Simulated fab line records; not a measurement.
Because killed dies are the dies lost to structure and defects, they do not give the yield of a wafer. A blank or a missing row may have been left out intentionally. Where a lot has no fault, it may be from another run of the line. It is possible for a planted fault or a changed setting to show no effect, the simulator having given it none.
fab line records -- flow nandHarc
[record] lots = 13, wafers = 39, lastDay = 33
route steps=1302 shown A_M1@1192 A_BONDPAD@1202 END@1302
lots that met no fault: taken from a fault-free run of the same line
startH: the number of hours between the record's first day and the start of the first shown wafer of the lot -- waitH: how many hours have passed since the lot's step before this one -- " repeats the value in the row above -- L1.1+2: a single row standing in for several wafers -- - no value present, or no start provided -- * or withheld: withheld -- < > ~ a bound
route shown NAME@n: NAME is a module with steps in the file, n the number in the route of the first one -- usual: mean/standard deviation of fault-free wafers -- same: alike in all rows -- chamber/n: place in a boat -- sites: the reading at each site -- _std_site: how widely they spread, as a standard deviation -- _edge_site: inner sites' mean taken away from outer sites' mean -- radiusMm: how far each site lies from the wafer's centre -- mask NAME#n: copy n -- behind: the most recent tool/chamber to have shaped the wafer -- hold: why the lot went on hold/how many hours it stayed there/how the hold came to an end -- device: transistor that didn't switch, given as n, p or np -- end of line: the tests these same wafers got at the end of their route -- a step without rows: its recipe alone -- killed: at the first sort, the dies lost to defects and structure; wafer yield is something else -- map: the dies of a wafer, with x for killed, . for not killed, _ for no die there
set.NAME: the run value of the setting; set.NAME@STEP: its run value at that earlier step -- model.NAME: the simulator's own value behind a step, which no gauge read
steps of the route over a sample of lots; a table a step, a row a wafer
services: a tool's chamber out of use, with start hour (startH, from the record's first day; less than 0 if before it), hours out, and reason
[[steps]]
[step NHARC_A_M1_PVD_21]
[recipe] targetThkA = 300, chamberPressurePa = 5, powerW = 5000, substrateTempC = 30, timeS = 20.49, material = Cu
[usual] cathodeDcPowerW = 5000.0/0.88, throttleValvePct = 29.7/0.95
lot.wafer,tool,chamber,startH,waitH,cathodeDcPowerW,throttleValvePct
L932.3,pvdSputter-02,-,-,-,5000.7,29.5
L932.4,pvdSputter-02,-,-,-,4999.1,31.1
L932.1,pvdSputter-02,-,-,-,5001.4,31.7
L933.1,pvdSputter-03,-,-,-,4999.8,29.2
L933.3,pvdSputter-03,-,-,-,4999.5,28.9
L933.5,pvdSputter-03,-,-,-,5000.6,29.2
L935.1,pvdSputter-03,-,-,-,5000.1,29.2
L935.3,pvdSputter-03,-,-,-,5000.8,29.8
L935.2,pvdSputter-03,-,-,-,4998.8,29.3
L936.4,pvdSputter-03,-,-,-,5002.1,29.1
L936.5,pvdSputter-03,-,-,-,4999.8,29.7
L936.6,pvdSputter-03,-,-,-,5000.0,29.2
L938.1,pvdSputter-02,-,-,-,4999.6,28.2
L938.4,pvdSputter-02,-,-,-,5001.0,29.1
L938.5,pvdSputter-02,-,-,-,5000.2,31.0
L940.4,pvdSputter-03,-,-,-,4999.8,29.6
L940.6,pvdSputter-03,-,-,-,4998.2,29.3
L940.5,pvdSputter-03,-,-,-,5000.8,29.1
L942.4,pvdSputter-03,-,-,-,5000.8,29.7
L942.3,pvdSputter-03,-,-,-,4998.5,29.1
L942.6,pvdSputter-03,-,-,-,5002.0,29.2
L946.1,pvdSputter-01,-,-,-,4999.3,31.7
L946.3,pvdSputter-01,-,-,-,4999.3,29.8
L946.4,pvdSputter-01,-,-,-,4999.2,29.1
L948.2,pvdSputter-03,-,-,-,5002.0,29.0
L948.4,pvdSputter-03,-,-,-,4999.3,29.3
L948.5,pvdSputter-03,-,-,-,5000.5,29.3
L952.3,pvdSputter-03,-,-,-,4999.9,29.8
L952.4,pvdSputter-03,-,-,-,5000.7,30.1
L952.5,pvdSputter-03,-,-,-,5002.2,29.9
L953.4,pvdSputter-03,-,-,-,5000.1,29.9
L953.2,pvdSputter-03,-,-,-,4999.9,29.9
L953.6,pvdSputter-03,-,-,-,5001.1,29.8
L954.1,pvdSputter-02,-,-,-,5000.2,30.1
L954.3,pvdSputter-02,-,-,-,5000.1,28.3
L954.6,pvdSputter-02,-,-,-,4998.5,31.2
L955.4,pvdSputter-03,-,-,-,5000.2,30.0
L955.1,pvdSputter-03,-,-,-,4999.7,28.9
L955.5,pvdSputter-03,-,-,-,4999.4,29.8
[step NHARC_A_M1_CMP_23]
[recipe] tOverpolishS = 20, targetThkNm = 154.34
[usual] motorCurrentA = 11.4/1.2, timeToEndpointS = 28.7/2.2
[same] tOverpolishS = 20
lot.wafer,tool,chamber,startH,waitH,motorCurrentA,timeToEndpointS
L932.4,cmp-01,3,518.44,-,10.1,26.4
L932.1,cmp-01,0,518.44,-,11.3,26.9
L932.3,cmp-01,1,518.44,-,9.6,28.9
L933.3,cmp-04,0,546.61,-,13.1,26.3
L933.1,cmp-04,1,546.61,-,10.9,26.1
L933.5,cmp-04,3,546.61,-,10.6,30.3
L935.1,cmp-04,0,547.59,-,13.4,27.9
L935.2,cmp-04,1,547.59,-,11.3,29.7
L935.3,cmp-04,2,547.59,-,11.9,32.4
L936.4,cmp-02,1,567.24,-,10.3,26.9
L936.5,cmp-02,2,567.24,-,13.7,28.5
L936.6,cmp-02,3,567.24,-,13.5,31.4
L938.4,cmp-01,1,596.79,-,10.9,31.3
L938.1,cmp-01,2,596.79,-,11.3,29.9
L938.5,cmp-01,3,596.79,-,10.4,28.2
L940.4,cmp-01,3,606.73,-,10.1,27.8
L940.5,cmp-01,3,606.73,-,10.1,27.8
L940.6,cmp-01,0,606.73,-,11.9,26.9
L942.4,cmp-02,3,622.06,-,13.4,30.2
L942.3,cmp-02,1,622.06,-,10.3,27.9
L942.6,cmp-02,3,622.06,-,14.1,30.6
L946.1,cmp-01,2,679.66,-,11.3,29.3
L946.3,cmp-01,3,679.66,-,10.3,28.3
L946.4,cmp-01,0,679.66,-,11.2,29.5
L948.2,cmp-01,1,685.85,-,10.2,36.1
L948.4,cmp-01,3,685.85,-,10.5,34.3
L948.5,cmp-01,1,685.85,-,9.9,34.0
L952.4,cmp-01,0,736.11,-,11.8,27.3
L952.3,cmp-01,3,736.11,-,10.0,31.0
L952.5,cmp-01,1,736.11,-,10.2,31.0
L953.4,cmp-04,1,743.66,-,11.4,25.1
L953.2,cmp-04,2,743.66,-,11.8,28.6
L953.6,cmp-04,0,743.66,-,12.7,26.5
L954.3,cmp-04,0,764.02,-,14.0,26.9
L954.1,cmp-04,2,764.02,-,11.9,28.5
L954.6,cmp-04,3,764.02,-,10.4,27.4
L955.4,cmp-04,2,766.65,-,11.2,26.6
L955.1,cmp-04,1,766.65,-,11.4,24.4
L955.5,cmp-04,2,766.65,-,11.3,28.1
[step NHARC_A_BONDPAD_DEP_00]
[recipe] targetThkA = 2500, tempC = 370, targetThkNm = 250, pressureTorr = 3, flowSccm = 200, rfW = 450, material = SiCN
[usual] heaterPowerW = 580/79, rfFwdPowerW = 449.0/1.3, showerheadVppV = 1314/83
lot.wafer,tool,chamber,startH,waitH,heaterPowerW,rfFwdPowerW,showerheadVppV
L932.1,pecvd-02,2,519.59,-,588,448.8,1310
L932.3,pecvd-02,0,519.59,-,572,449.3,1262
L932.4,pecvd-02,2,519.59,-,484,448.6,1306
L933.3,pecvd-04,0,547.82,-,670,447.5,1308
L933.1,pecvd-04,2,547.82,-,581,447.9,1547
L933.5,pecvd-04,2,547.82,-,574,449.1,1519
L935.2,pecvd-02,2,548.73,-,574,448.5,1327
L935.1,pecvd-02,1,548.73,-,613,449.7,1305
L935.3,pecvd-02,2,548.73,-,593,448.2,1336
L936.6,pecvd-04,2,568.63,-,563,452.1,1521
L936.4,pecvd-04,0,568.63,-,564,449.0,1292
L936.5,pecvd-04,1,568.63,-,439,449.9,1400
L938.1,pecvd-03,1,598.00,-,483,449.2,1281
L938.5,pecvd-03,2,598.00,-,698,449.0,1243
L938.4,pecvd-03,0,598.00,-,558,449.0,1247
L940.5,pecvd-02,0,608.04,-,698,446.7,1246
L940.6,pecvd-02,1,608.04,-,567,449.8,1333
L940.4,pecvd-02,2,608.04,-,503,450.5,1333
L942.3,pecvd-02,0,623.40,-,698,450.2,1259
L942.6,pecvd-02,1,623.40,-,593,450.2,1327
L942.4,pecvd-02,2,623.40,-,541,450.8,1308
L946.3,pecvd-02,0,680.98,-,613,448.0,1246
L946.1,pecvd-02,2,680.98,-,518,449.6,1326
L946.4,pecvd-02,1,680.98,-,571,267.0,1021
L948.2,pecvd-02,1,687.13,-,545,269.1,1010
L948.4,pecvd-02,0,687.13,-,650,448.0,1239
L948.5,pecvd-02,1,687.13,-,568,268.3,1000
L952.3,pecvd-04,1,737.37,-,507,448.9,1428
L952.5,pecvd-04,0,737.37,-,679,450.7,1293
L952.4,pecvd-04,1,737.37,-,414,449.8,1428
L953.2,pecvd-03,1,744.86,-,497,449.1,1326
L953.6,pecvd-03,1,744.86,-,511,449.6,1308
L953.4,pecvd-03,2,744.86,-,666,449.5,1221
L954.3,pecvd-02,2,765.16,-,550,447.6,1333
L954.1,pecvd-02,0,765.16,-,719,449.3,1254
L954.6,pecvd-02,2,765.16,-,551,446.9,1325
L955.1,pecvd-03,0,767.82,-,631,449.4,1206
L955.4,pecvd-03,1,767.82,-,548,446.7,1314
L955.5,pecvd-03,1,767.82,-,542,449.2,1311
[step NHARC_A_BONDPAD_CD_MEAS_09]
[recipe] targetCdNm = 500, landingEnergyEv = 500
[usual] cdNm = 500.1/2
[same] landingEnergyEv = 500
lot.wafer,tool,chamber,startH,waitH,cdNm
L932.1,cdSem-01,0,520.80,-,501.3
L932.3,cdSem-01,0,520.80,-,497.4
L932.4,cdSem-01,0,520.80,-,502.5
L933.1,cdSem-03,0,548.91,-,498.9
L933.3,cdSem-03,0,548.91,-,497.7
L933.5,cdSem-03,0,548.91,-,500.2
L935.1,cdSem-02,0,550.09,-,502.2
L935.2,cdSem-02,0,550.09,-,504.0
L935.3,cdSem-02,0,550.09,-,502.2
L936.4,cdSem-01,0,569.73,-,501.7
L936.5,cdSem-01,0,569.73,-,499.3
L936.6,cdSem-01,0,569.73,-,503.0
L938.1,cdSem-01,0,599.00,-,503.3
L938.4,cdSem-01,0,599.00,-,504.0
L938.5,cdSem-01,0,599.00,-,499.4
L940.4,cdSem-03,0,609.14,-,501.2
L940.5,cdSem-03,0,609.14,-,500.1
L940.6,cdSem-03,0,609.14,-,501.4
L942.3,cdSem-03,0,624.52,-,502.1
L942.4,cdSem-03,0,624.52,-,499.2
L942.6,cdSem-03,0,624.52,-,499.9
L946.1,cdSem-03,0,682.21,-,496.6
L946.3,cdSem-03,0,682.21,-,500.8
L946.4,cdSem-03,0,682.21,-,499.8
L948.2,cdSem-02,0,688.27,-,503.7
L948.4,cdSem-02,0,688.27,-,500.7
L948.5,cdSem-02,0,688.27,-,501.0
L952.3,cdSem-03,0,738.51,-,498.9
L952.4,cdSem-03,0,738.51,-,499.6
L952.5,cdSem-03,0,738.51,-,497.7
L953.2,cdSem-03,0,745.90,-,502.5
L953.4,cdSem-03,0,745.90,-,500.9
L953.6,cdSem-03,0,745.90,-,501.9
L954.1,cdSem-03,0,766.26,-,502.6
L954.3,cdSem-03,0,766.26,-,503.3
L954.6,cdSem-03,0,766.26,-,503.7
L955.1,cdSem-01,0,769.18,-,502.3
L955.4,cdSem-01,0,769.18,-,503.5
L955.5,cdSem-01,0,769.18,-,499.1
[step NHARC_END_SORT_01]
[recipe] tempC = 25
[usual] defectLimitedYield = 91.4/2.5, killedAtArray = 54/17, killedAtOther = 1.0/1.4, killedAtPeriphery = 3.6/2.1, killedDies = 58/17, killedOpen = 3.2/2, killedShort = 2.5/1.5
[same] grossDies = 677
lot.wafer,tool,chamber,startH,waitH,defectLimitedYield[%],killedAtArray,killedAtOther,killedAtPeriphery,killedDies,killedOpen,killedShort
L933.1,prober-02,0,578.92,2.5,92.2,49,1,3,53,3,1
L933.3,prober-02,0,580.53,3.1,92.6,46,0,4,50,4,1
L933.5,prober-02,0,582.15,3.7,90.3,56,3,7,66,7,1
L946.1,prober-02,0,710.95,2.5,91.1,58,0,2,60,3,1
L946.3,prober-02,0,712.53,3.1,92.0,52,1,1,54,3,1
L946.4,prober-02,0,713.32,3.4,90.3,62,0,4,66,3,3
// killed by level:class
L933.1 A_SLIT:chamberFilmFlake=22 A_CHANNEL_HOLE_D2:chamberFilmFlake=14 A_CONTACT:chamberFilmFlake=6 P_M1:chamberFilmFlake=3 A_WL_FILL:chamberFilmFlake=2 A_DECK1_JOINT:geometricParticle:short=1 A_ONON_D2:geometricParticle:open=1 A_CHANNEL_FILL_D2:geometricParticle:open=1
L933.3 A_SLIT:chamberFilmFlake=21 A_CHANNEL_HOLE_D2:chamberFilmFlake=10 A_CONTACT:chamberFilmFlake=7 P_M1:chamberFilmFlake=3 A_WL_FILL:chamberFilmFlake=2 P_CONTACT:geometricParticle:open=1 A_CHANNEL_FILL_D2:geometricParticle:short=1 A_CONTACT:geometricParticle:open=1
L933.5 A_SLIT:chamberFilmFlake=31 A_CHANNEL_HOLE_D2:chamberFilmFlake=12 A_CONTACT:chamberFilmFlake=4 THIN_TSV:chamberFilmFlake=3 P_M0:geometricParticle:open=2 A_M0:geometricParticle:open=2 P_M1:chamberFilmFlake=2 A_CHANNEL_FILL_D2:geometricParticle:short=1
L946.1 A_SLIT:chamberFilmFlake=33 A_CHANNEL_HOLE_D1:chamberFilmFlake=12 A_CONTACT:chamberFilmFlake=6 P_CONTACT:geometricParticle:open=1 A_ONON_D1:geometricParticle:short=1 A_CHANNEL_FILL_D1:geometricParticle:open=1 A_CONTACT:geometricParticle:open=1 P_STI:chamberFilmFlake=1
L946.3 A_SLIT:chamberFilmFlake=38 A_CHANNEL_HOLE_D1:chamberFilmFlake=6 A_BLC:chamberFilmFlake=3 A_CONTACT:chamberFilmFlake=2 P_M1:geometricParticle:short=1 A_CHANNEL_HOLE_D1:geometricParticle:open=1 A_DECK1_JOINT:geometricParticle:open=1 STARTING-WAFER:geometricParticle:open=1
L946.4 A_SLIT:chamberFilmFlake=36 A_CHANNEL_HOLE_D1:chamberFilmFlake=9 A_CONTACT:chamberFilmFlake=5 A_BLC:chamberFilmFlake=4 P_STI:chamberFilmFlake=3 A_STAIRCASE:chamberFilmFlake=2 P_CONTACT:geometricParticle:short=1 A_ONON_D1:geometricParticle:short=1
[[services]]
tool,chamber,startH,hours,kind
cmp-04,-,503.00,4.0,pm
pvdSputter-03,-,526.00,10.0,pm
pecvd-02,0,546.20,4.9,repair
pecvd-03,-,547.43,13.0,pm
pecvd-02,1,554.32,9.8,repair
pvdSputter-03,-,558.89,0.7,repair
pecvd-03,1,562.41,6.9,repair
cmp-01,-,581.77,4.0,pm
pvdSputter-02,-,582.53,2.4,repair
pecvd-02,-,589.41,13.0,pm
cmp-01,-,592.92,0.5,repair
cmp-04,-,601.00,4.0,pm
pvdSputter-03,-,612.77,0.6,repair
cmp-01,-,614.54,3.2,repair
pecvd-03,1,625.56,7.6,repair
pvdSputter-03,-,660.43,8.5,repair
cmp-04,-,679.77,0.4,repair
cmp-01,-,679.80,4.0,pm
cmp-01,-,687.98,1.6,repair
pecvd-02,-,698.80,0.7,repair
cmp-04,-,699.00,4.0,pm
pvdSputter-03,-,704.00,10.0,pm
cmp-04,-,745.59,4.5,repair
pecvd-02,2,747.20,8.0,repair
[[key]]
[firstSign] step = NHARC_A_BONDPAD_DEP_00, reading = rfFwdPowerW, direction = down, sigmas = 99+, usual = *, struck = *
[effect] step = NHARC_A_BONDPAD_DEP_00, reading = showerheadVppV, direction = down, sigmas = 3.6, usual = 1314, struck = 1010
metAt NHARC_A_BONDPAD_DEP_00
struckLots L946,L948
struckWafers L946.4,L948.2,L948.5
notActingAt NHARC_A_M1_PVD_21,NHARC_A_M1_CMP_23,NHARC_A_BONDPAD_CD_MEAS_09
onsetBetween 623.40 680.98
[fault] kind = processParameterDrift, tool = pecvd-02, chamber = 1, onsetH = 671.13, steps = NHARC_A_BONDPAD_DEP_00, channel = rfW, offset = *, shape = step, endH = 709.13, actsIn = *, stated = *
